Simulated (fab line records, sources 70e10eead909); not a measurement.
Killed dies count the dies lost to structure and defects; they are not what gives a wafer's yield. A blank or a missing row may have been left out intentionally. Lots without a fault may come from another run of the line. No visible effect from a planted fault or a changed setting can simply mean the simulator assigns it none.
Chamber matching -- flow nandHarc -- NHARC_A_CONTACT_DEP_58 on pecvd-01: 3 sister chambers
The step deposits SiON, target thk 60 nm. 3 wafers are shown with their chamber, then 8 later ones without.

WAFERS, EACH WITH ITS CHAMBER
wafer,chamber,heaterPowerW (W)
L079.6,1,742
L083.6,2,593
L091.1,0,622

WAFERS MISSING THEIR CHAMBER
wafer,heaterPowerW (W)
L091.3,692
L091.6,634
L093.1,647
L093.2,625
L093.3,707
L092.1,748
L092.3,727
L092.5,736

THE CHAMBER EACH PASSED THROUGH
wafer,from the rows above,in truth
L091.3,can't be placed: 1 or 0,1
L091.6,can't be placed: 0 or 2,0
L093.1,can't be placed: 0 or 2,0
L093.2,can't be placed: 0 or 2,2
L093.3,1,1
L092.1,1,1
L092.3,1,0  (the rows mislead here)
L092.5,1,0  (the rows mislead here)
Placed correctly: 2 of 8. Not placeable from these rows: 4 (in 4, the candidates include the true chamber). Placed wrongly: 2.
How it was worked out, from the rows above alone: a wafer's distance from a chamber is the root of the sum, over the readings, of the square of ((its reading less the chamber's mean) divided by the reading's scatter). The wafer belongs to the nearest chamber; if the next one is less than 2 further off, it can't be placed. Each chamber's mean is taken over the wafers shown for it. The scatter (one wafer shown for each chamber): square how far every hidden wafer sits from the nearest shown wafer, average those squares and take the square root.
